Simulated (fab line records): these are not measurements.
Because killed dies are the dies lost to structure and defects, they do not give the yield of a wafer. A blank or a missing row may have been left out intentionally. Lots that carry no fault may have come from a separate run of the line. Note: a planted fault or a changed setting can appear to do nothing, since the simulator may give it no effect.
Problem report in the 8D (eight disciplines) form, filled by code + flow nand harc + the parts of the form that need people (team, actions taken, sign-off) are left out

1. PROBLEM STATEMENT
At NHARC_END_SORT_01, sort_bin_2_pct averages 96.4 % over 2 wafers from 2 lots, while fault-free wafers read 1.5 %, standard deviation 0.61. That is +99 or more standard deviations from the usual mean.
First observed at day 21 22:05: wafer L154.6, on prober-01. Wafers with a number at this step in the record: 5, from 2 lots. The rule behind "out" and "out of limits": a value lying over 4 standard deviations away from the usual mean. Any other wafer with a number is counted as sound.

2. WHAT THIS IS AND IS NOT
| question                    | is                                                                                                                  | is not                                                                                          |
|-----------------------------|---------------------------------------------------------------------------------------------------------------------|-------------------------------------------------------------------------------------------------|
| which readings at this step | sort_bin_2_pct, defect limited yield, killed at array, killed dies, sort n pass, sort rim yield pct, sort yield pct | killed at other, killed at periphery, killed open, killed short, sort_bin_3_pct, sort_bin_4_pct |
| which lots                  | L154, L158                                                                                                          | -                                                                                               |
| which wafers of those lots  | L154.6, L158.5                                                                                                      | L154.1, L154.3, L158.1                                                                          |
| read on which gauges        | prober-01                                                                                                           | -                                                                                               |
| when                        | from day 21 22:05                                                                                                   | up to then (2 sound wafers); but 1 sound wafer of L158 came after                               |

3. WHAT RULES OUT EACH SUSPECT
Counting: if a tool at a process step up to the reading ran every lot that is out, it stays a suspect. Sound lots after the first of them don't rule it out here, since some wafers of a struck lot are sound.
- ruled out: the gauge at NHARC_END_SORT_01. All the wafers that are out were read on prober-01, but those of them that NHARC_A_BONDPAD_ETCH_12 has rows for are out there too, on other tools.
- rie diel-11 at NHARC_A_BONDPAD_ETCH_12 (etches the open film in CHF3/O2, target depth 220 nm, time 110 s): kept. It ran every lot that is out, first L154 (day 19 12:07). Its own readings are out on those wafers: run length s.
After counting, what remains is rie diel-11 at NHARC_A_BONDPAD_ETCH_12.

4. THE CAUSE (what the simulator had put in)
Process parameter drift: rie diel-11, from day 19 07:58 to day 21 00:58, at NHARC_A_BONDPAD_ETCH_12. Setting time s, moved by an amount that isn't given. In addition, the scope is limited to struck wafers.
This tool alone remained once counting was done.

5. THE CHAIN OF EFFECTS, in route order
Each row: a reading whose mean over the struck wafers that have a number lies more than 3 standard deviations from the usual. Only readings for which the record gives a usual standard deviation are gone through. hours: the time from each lot's start at the first step in this table that gives one to its start at this step, as a median over the lots. sigmas: the change in usual standard deviations.
| hours | step                    | reading              | usual   | on struck wafers | change | sigmas      |
|-------|-------------------------|----------------------|---------|------------------|--------|-------------|
| 0     | NHARC_A_BONDPAD_ETCH_12 | run length s         | 131.3 s | 98.7             | -32.7  | -76         |
| 50    | NHARC_END_SORT_01       | defect limited yield | 95.2 %  | 0.0              | -95.2  | -60         |
| 50    | NHARC_END_SORT_01       | killed at array      | 29      | 674              | +644   | +64         |
| 50    | NHARC_END_SORT_01       | killed dies          | 33      | 677              | +644   | +59         |
| 50    | NHARC_END_SORT_01       | sort_bin_2_pct       | 1.5 %   | 96.4             | +94.9  | +99 or more |
| 50    | NHARC_END_SORT_01       | sort n pass          | 644     | 0                | -644   | -59         |
| 50    | NHARC_END_SORT_01       | sort rim yield pct   | 95 %    | 0                | -95    | -29         |
| 50    | NHARC_END_SORT_01       | sort yield pct       | 95.2 %  | 0.0              | -95.2  | -60         |
Here are the process steps it includes:
- NHARC_A_BONDPAD_ETCH_12: etches the open film in CHF3/O2, target depth 220 nm, time 110 s.
Readings that are blank on the struck wafers while sound wafers have them: rf fwd power W at NHARC_A_BONDPAD_ETCH_12.

6. HOW IT WOULD HAVE BEEN CAUGHT EARLIER
The first out-of-limits reading at a measuring or inspecting step in this record came at day 21 22:05, 62 hours after the fault's start at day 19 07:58.
Tool's own readings at NHARC_A_BONDPAD_ETCH_12, run length s: out on all struck wafers the step has rows for; an alarm limit on them would have tripped on the first.
By day 21 22:05 the whole set of lots that are out, 2 in number, had already begun NHARC_A_BONDPAD_ETCH_12 on rie diel-11. Tool hold at that time: it would have spared none of them.
